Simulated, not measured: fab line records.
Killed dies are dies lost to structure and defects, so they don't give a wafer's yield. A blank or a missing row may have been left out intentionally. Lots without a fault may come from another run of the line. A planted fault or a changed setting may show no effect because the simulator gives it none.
fab line records	flow n5-finfet
[record] lots = 9	wafers = 27	last-day = 17
route steps=1938 shown SDB@368 DUMMY_REMOVAL@377 BEOL_M4@1111
lots with no fault: from the same line, run without faults
start-h: the number of hours between the record's first day and the start of the first shown wafer of the lot	wait-h: hours from the lot's prior step to this one	" identical to the entry in the row above	L1.1+2: a single row standing in for several wafers	- value missing, or start not given	* or withheld: withheld	< > ~ a bound
route shown NAME@n: names a module that has steps shown in the file, with the first one's number in the route	usual: mean/standard deviation of fault-free wafers	same: alike in all rows	chamber/n: place in a boat	sites: readings site by site	_std_site: their standard deviation	_edge_site: the outer-site mean with the inner-site mean subtracted	radius-mm: how far each site lies from the wafer's centre	mask NAME#n: copy n	behind: the tool/chamber that last shaped the wafer	hold: the reason the lot was held/the length of the hold in hours/how it ended	device: the n, p or np transistor that did not switch	end of line: the tests these same wafers got at the end of their route	a step given without rows: its recipe and nothing more	killed: dies that structure and defects cost at the first sort, which is not the same as the wafer's yield	map: the dies of a wafer, with x for killed, . for not killed, _ for no die there
set.NAME: the run value of the setting; set.NAME@STEP: its run value at that earlier step	model.NAME: the simulator's own value behind a step, which no gauge read
one table for each step of the route and one row for each wafer, over a sample of lots
services: a tool's chamber out of use, with start hour (start-h, from the record's first day; less than 0 if before it), hours out, and reason
[[steps]]
[step N5_SDB_ETCH_25]
[recipe] chemistry = C4F6/O2	target = SiO2	target-depth-a = 100	time-s = 3.3	ion-energy-ev = 250	mask-material = SiNx	pressure-mtorr = 30	source-w = 345	bias-w = 185	Ar_flow_sccm = 300	C4F6_flow_sccm = 10	O2_flow_sccm = 10
[usual] drypump-motor-current-A = 5.7/0.51	oes_ar_750_au = 0.82/0.081	oes-product-au = 0.83/0.088	rf-vpp-V = 668/6.2	showerhead-plenum-p-Torr = 2.84/0.11	throttle-valve-pct = 21.10/0.18
lot.wafer	tool	chamber	start-h	wait-h	drypump-motor-current-A	oes_ar_750_au	oes-product-au	rf-hours-counter-h	rf-vpp-V	showerhead-plenum-p-Torr	throttle-valve-pct
L319.1	rie-diel-02	0	67.98	0.0	6.8	0.72	0.70	201	671	2.71	20.84
L319.4	"	2	"	"	5.6	1.00	1.00	3	673	3.04	21.25
L319.5	"	2	"	"	5.6	1.00	1.02	-	676	3.04	21.23
L321.3	rie-diel-05	1	78.16	0.0	5.9	0.89	0.89	28	665	2.89	20.63
L321.4	"	0	"	"	5.7	0.83	0.81	-	673	2.99	21.20
L321.6	"	1	"	"	5.9	0.88	0.89	-	664	2.89	20.64
L328.1	rie-diel-04	3	119.23	0.0	5.0	0.89	0.89	36	657	2.88	21.09
L328.4	"	1	"	"	5.8	0.84	0.86	53	671	2.78	21.22
L328.5	"	0	"	"	5.0	0.73	0.73	-	662	2.70	21.15
L329.2	rie-diel-04	1	128.06	0.0	5.8	0.84	0.84	58	669	2.77	21.22
L329.4	"	0	"	"	5.0	0.72	0.71	-	660	2.70	21.16
L329.6	"	1	"	"	5.8	0.85	0.85	-	669	2.77	21.23
L331.1	rie-diel-04	3	142.48	0.0	5.0	0.87	0.87	47	657	2.88	21.10
L331.3	"	1	"	"	5.8	0.84	0.84	-	669	2.77	21.23
L331.5	"	1	"	"	5.9	0.83	0.84	-	668	2.77	21.22
L332.2	rie-diel-02	3	142.98	0.0	5.3	0.83	0.84	60	675	2.89	21.09
L332.4	"	2	"	"	5.6	0.93	0.93	29	673	3.02	21.26
L332.5	"	3	"	"	5.3	0.83	0.83	-	674	2.89	21.08
L335.3	rie-diel-02	0	163.96	0.1	6.8	0.69	0.68	234	671	2.70	20.89
L335.4	"	2	"	"	5.6	0.91	0.92	35	672	3.02	21.27
L335.5	"	3	"	"	5.3	0.82	0.83	-	675	2.89	21.11
L336.1	rie-diel-05	0	169.45	0.0	5.7	0.79	0.78	121	673	2.98	21.26
L336.2	"	3	"	"	5.6	0.89	0.89	24	667	2.78	21.32
L336.4	"	1	"	"	5.9	0.83	0.84	-	663	2.88	20.68
L341.3	rie-diel-02	2	197.62	0.0	5.6	0.90	0.90	46	674	3.02	21.29
L341.4	"	0	"	"	6.8	0.68	0.68	246	670	2.69	20.91
L341.5	"	2	"	"	5.6	0.90	0.91	-	673	3.02	21.29
[step N5_SDB_ALD_29]
[recipe] material = SiNx	target-thk-a = 300	temp-c = 400	ald-precursor-family = SiH2I2	ald-co-reactant = N2/H2-plasma	pulse-time-s = 1	ald-cycles = 600	purge-time-s = 2	co-reactant-purge-time-s = 2	pressure-torr = 2
[usual] heater-power-w = 858/67	precursor-pulse-height-rel = 0.997/0.019
lot.wafer	tool	chamber	start-h	wait-h	heater-power-w	precursor-pulse-height-rel
L319.1	ald-sin-04	1	68.25	0.0	720	1.013
L319.4	"	0	"	"	801	1.013
L319.5	"	2	69.60	1.4	806	1.019
L321.3	ald-sin-02	1	78.43	0.0	920	0.985
L321.4	"	3	79.78	1.4	897	0.961
L321.6	"	0	"	"	914	0.991
L328.1	ald-sin-04	3	119.49	0.0	928	1.007
L328.4	"	2	"	"	797	1.025
L328.5	"	1	120.85	1.4	720	0.985
L329.2	ald-sin-04	0	128.76	0.5	788	0.984
L329.4	"	2	"	"	819	1.001
L329.6	"	1	130.11	1.8	730	1.018
L331.1	ald-sin-02	0	142.80	0.0	872	0.971
L331.3	"	3	"	"	891	1.004
L331.5	"	2	144.15	1.4	819	0.996
L332.2	ald-sin-03	2	143.57	0.3	771	0.999
L332.4	"	0	"	"	926	1.001
L332.5	"	0	144.92	1.7	894	0.971
L335.3	ald-sin-03	0	164.23	0.0	907	0.951
L335.4	"	1	"	"	915	0.973
L335.5	"	3	165.58	1.4	902	1.003
L336.1	ald-sin-02	3	169.72	0.0	913	1.004
L336.2	"	0	"	"	912	0.974
L336.4	"	1	"	"	911	0.955
L341.3	ald-sin-02	3	197.88	0.0	888	0.996
L341.4	"	2	"	"	823	0.990
L341.5	"	0	199.23	1.4	911	1.004
[step N5_SDB_CMP_30]
[recipe] stop-on = poly-Si	t-overpolish-s = 1.54	post-cmp-clean = alkaline-brush	down-force-psi = 4.1491	platen-rpm = 51.796	pad-velocity-m-s = 1.0306	target-thk-nm = 30
[usual] motor-current-A = 12.8/1	overpolish-run-s = 1.540/0.0093	platen-rpm = 51.80/0.033	time-to-endpoint-s = 17.2/2.1
[same] t-overpolish-s = 1.54
lot.wafer	tool	chamber	start-h	wait-h	motor-current-A	overpolish-run-s	platen-rpm	time-to-endpoint-s
L319.1	cmp-03	3	71.15	1.5	13.1	1.531	51.80	15.9
L319.4	"	1	"	"	14.9	1.553	51.85	18.7
L319.5	"	3	"	"	15.0	1.530	51.79	17.6
L321.3	cmp-04	3	81.16	1.4	12.1	1.546	51.81	21.3
L321.4	"	0	"	"	13.6	1.523	51.82	16.0
L321.6	"	0	"	"	12.7	1.535	51.79	16.8
L328.1	cmp-01	0	122.23	1.4	12.7	1.560	51.81	14.6
L328.4	"	2	"	"	12.2	1.554	51.84	11.9
L328.5	"	1	"	"	12.1	1.535	51.80	15.8
L329.2	cmp-03	2	131.57	1.5	11.3	1.524	51.84	17.3
L329.4	"	3	"	"	14.2	1.525	51.75	18.6
L329.6	"	0	"	"	13.4	1.546	51.77	20.6
L331.1	cmp-03	1	145.61	1.5	14.5	1.535	51.87	16.0
L331.3	"	2	"	"	12.3	1.526	51.81	15.5
L331.5	"	3	"	"	14.3	1.539	51.78	16.4
L332.4	cmp-01	3	146.30	1.4	12.4	1.542	51.79	18.4
L332.2	"	2	"	"	13.3	1.538	51.79	17.0
L332.5	"	3	"	"	12.0	1.557	51.84	17.7
L335.4	cmp-03	2	166.96	1.4	11.8	1.548	51.76	14.8
L335.3	"	1	"	"	14.9	1.538	51.78	31.8
L335.5	"	2	"	"	11.8	1.548	51.83	11.3
L336.2	cmp-04	2	172.45	1.4	12.6	1.539	51.78	16.4
L336.1	"	3	"	"	12.2	1.542	51.80	19.9
L336.4	"	1	"	"	11.3	1.527	51.76	18.6
L341.4	cmp-03	1	200.62	1.4	14.7	1.537	51.80	36.1
L341.3	"	3	"	"	14.1	1.542	51.76	15.4
L341.5	"	1	"	"	14.3	1.533	51.83	38.3
[step N5_DUMMY_REMOVAL_HM_STRIP_01]
[recipe] chemistry = CH3F/O2	material = SiNx	target-depth-a = 40	stop-on = poly-Si	time-s = 6.8	over-etch-frac = 0.3	ion-energy-ev = 60	power-w = 410	bias-w = 29	Ar_flow_sccm = 150	CH3F_flow_sccm = 30	O2_flow_sccm = 20
[usual] drypump-motor-current-A = 5.8/0.53	oes-product-au = 0.67/0.075	rf-vpp-V = 127.9/0.98	showerhead-plenum-p-Torr = 2.04/0.069	throttle-valve-pct = 16.2/0.34
lot.wafer	tool	chamber	start-h	wait-h	drypump-motor-current-A	oes-product-au	rf-hours-counter-h	rf-vpp-V	showerhead-plenum-p-Torr	throttle-valve-pct
L319.1	rie-diel-06	0	71.47	0.0	5.0	0.75	13	129.1	2.13	16.0
L319.4	"	3	"	"	6.2	0.56	242	128.4	2.05	16.1
L319.5	"	1	"	"	5.9	0.57	-	128.5	2.06	16.5
L321.3	rie-diel-06	2	81.51	0.0	6.4	0.59	170	126.8	1.92	16.8
L321.4	"	0	"	"	5.0	0.74	-	128.6	2.13	16.1
L321.6	"	3	"	"	6.1	0.55	-	128.9	2.04	16.1
L328.1	rie-diel-06	0	122.59	0.0	5.0	0.73	29	128.3	2.12	16.1
L328.4	"	0	"	"	5.0	0.73	-	128.7	2.12	16.1
L328.5	"	3	"	"	6.2	0.79	-	128.0	2.04	15.6
L329.2	rie-diel-06	0	131.85	0.0	5.0	0.71	33	129.5	2.12	16.1
L329.4	"	3	"	"	6.2	0.77	7	127.7	2.04	15.6
L329.6	"	0	"	"	5.0	0.73	-	128.2	2.12	16.1
L331.1	rie-diel-01	0	145.88	0.0	6.7	0.61	158	129.9	2.08	16.3
L331.3	"	3	"	"	5.7	0.69	50	125.4	1.95	16.0
L331.5	"	1	"	"	5.0	0.72	-	129.7	2.12	16.1
L332.2	rie-diel-03	3	146.66	0.0	5.7	0.74	16	127.4	2.04	16.1
L332.4	"	2	"	"	6.0	0.60	179	128.9	2.07	16.3
L332.5	"	3	"	"	5.8	0.73	-	127.1	2.04	16.1
L335.3	rie-diel-06	1	167.31	0.0	5.9	0.76	10	128.0	2.05	16.0
L335.4	"	2	"	"	6.4	0.58	198	126.7	1.91	16.9
L335.5	"	3	"	"	6.2	0.75	-	127.3	2.04	15.7
L336.1	rie-diel-01	0	172.80	0.0	6.7	0.61	167	127.6	2.08	16.3
L336.2	"	1	"	"	5.0	0.71	30	129.3	2.12	16.1
L336.4	"	2	"	"	5.4	0.55	230	128.9	2.06	16.5
L341.3	rie-diel-06	2	200.97	0.0	6.4	0.57	204	128.6	1.91	16.9
L341.4	"	1	"	"	5.9	0.74	19	128.3	2.05	16.0
L341.5	"	2	"	"	6.4	0.58	-	127.4	1.91	16.9
[step N5_BEOL_M4_RC_MEAS_101]
[usual] DIBL_N = 36.2/1.5	DIBL_P = 36.2/1.7	IOFF_N = 0.155/0.021	IOFF_P = 0.216/0.026	ION_N = 674/11	ION_P = 464/6.8	SS_N = 71.5/0.56	SS_P = 73.3/0.6	VT_N = 250.2/2.6	VT_P = -249.3/2.5
lot.wafer	tool	chamber	start-h	wait-h	DIBL_N[mV/V]	DIBL_P[mV/V]	IOFF_N[nA/um]	IOFF_P[nA/um]	ION_N[uA/um]	ION_P[uA/um]	SS_N[mV/dec]	SS_P[mV/dec]	VT_N[mV]	VT_P[mV]
L319.1	prober-01	0	176.56	0.0	33.3	33.5	0.137	0.185	679	470	70.5	73.2	251.1	-248.6
L319.4	"	0	"	"	35.6	36.3	0.173	0.222	691	471	71.4	73.4	247.4	-246.7
L319.5	"	0	"	"	36.5	36.6	0.191	0.233	693	477	72.2	73.1	246.9	-245.7
L321.3	prober-01	0	178.64	0.3	36.1	36.1	0.164	0.235	669	464	71.8	73.6	247.7	-247.4
L321.4	"	0	"	"	33.8	33.9	0.140	0.190	677	470	71.4	72.2	251.1	-251.2
L321.6	"	0	"	"	35.9	36.0	0.167	0.228	660	462	72.2	74.4	247.7	-248.1
L328.1	prober-01	0	217.26	0.0	33.5	34.8	0.125	0.189	662	458	71.1	72.1	253.4	-251.0
L328.4	"	0	"	"	33.4	33.9	0.124	0.173	663	461	71.0	72.5	252.7	-254.0
L328.5	"	0	"	"	34.9	35.8	0.144	0.193	662	450	70.9	72.3	252.0	-252.1
L329.2	prober-01	0	228.77	0.2	36.2	35.7	0.160	0.229	659	450	72.8	72.8	250.3	-247.6
L329.4	"	0	"	"	36.6	35.4	0.160	0.233	665	464	71.9	73.5	251.0	-246.4
L329.6	"	0	"	"	36.1	35.1	0.150	0.229	661	458	71.8	73.0	251.0	-246.5
L331.1	prober-02	0	241.05	0.0	36.9	36.2	0.154	0.235	662	463	71.2	72.6	250.8	-246.5
L331.3	"	0	"	"	39.5	39.9	0.221	0.302	689	479	71.5	73.6	242.6	-245.0
L331.5	"	0	"	"	36.4	36.4	0.158	0.239	690	473	72.1	72.4	247.0	-247.0
L332.2	prober-02	0	247.08	0.2	34.9	34.1	0.136	0.184	666	463	71.4	73.4	250.5	-250.3
L332.4	"	0	"	"	37.9	36.4	0.192	0.229	694	468	71.6	73.6	244.8	-249.0
L332.5	"	0	"	"	37.9	37.6	0.188	0.252	679	470	71.8	73.8	246.0	-246.1
L335.3	prober-02	0	265.14	0.3	38.5	38.7	0.183	0.238	668	458	72.5	74.1	251.9	-248.7
L335.4	"	0	"	"	38.2	39.2	0.189	0.261	686	475	72.6	73.4	245.3	-245.7
L335.5	"	0	"	"	37.7	38.4	0.169	0.238	692	471	72.5	73.2	250.2	-248.6
L336.1	prober-01	0	271.15	0.0	35.3	35.2	0.145	0.212	668	471	70.9	73.3	250.6	-246.6
L336.2	"	0	"	"	35.6	36.4	0.159	0.239	680	476	71.2	73.7	248.2	-248.1
L336.4	"	0	"	"	37.2	37.6	0.184	0.257	686	473	72.1	73.9	248.1	-246.3
L341.3	prober-01	0	309.20	0.3	35.9	35.9	0.162	0.202	665	453	71.4	73.7	252.5	-249.9
L341.4	"	0	"	"	35.2	35.6	0.155	0.196	680	465	71.6	74.0	249.2	-249.9
L341.5	"	0	"	"	35.2	35.6	0.155	0.192	687	464	70.9	74.0	250.3	-248.8
[[services]]
tool	chamber	start-h	hours	kind
cmp-01	-	47.68	3.4	pm
cmp-01	-	58.76	2.9	repair
rie-diel-05	3	72.46	6.0	repair
ald-sin-02	2	75.94	10.8	repair
rie-diel-01	3	77.93	7.1	repair
rie-diel-06	1	79.16	7.4	repair
rie-diel-04	0	85.48	1.2	repair
rie-diel-05	-	85.59	0.9	repair
cmp-03	-	94.44	1.8	repair
cmp-01	-	103.21	0.9	repair
cmp-04	-	103.27	3.5	pm
ald-sin-02	0	119.88	8.3	repair
rie-diel-04	2	121.14	23.0	repair
cmp-04	-	122.19	4.0	pm
rie-diel-05	0	131.14	2.1	repair
cmp-04	-	131.36	2.8	repair
rie-diel-04	0	140.08	11.9	repair
rie-diel-02	2	148.16	3.1	repair
rie-diel-04	0	167.44	22.2	repair
cmp-03	-	171.20	1.1	repair
rie-diel-04	-	173.55	2.8	pm
rie-diel-06	2	178.70	3.8	repair
rie-diel-02	-	192.50	0.7	repair
rie-diel-04	1	193.71	6.3	repair
[[key]]
[first-sign] step = N5_SDB_CMP_30	reading = time-to-endpoint-s	direction = up	sigmas = 8.8	usual = *	struck = *
effect none on later readings
met-at N5_SDB_CMP_30
struck-lots L335,L341
struck-wafers L335.3,L341.4,L341.5
not-acting-at N5_SDB_ETCH_25,N5_SDB_ALD_29,N5_DUMMY_REMOVAL_HM_STRIP_01
onset-between 145.61 166.96
[fault] kind = process-parameter-drift	tool = cmp-03	chamber = 1	onset-h = 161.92	steps = N5_SDB_CMP_30	channel = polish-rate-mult	offset = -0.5	shape = step	end-h = 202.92
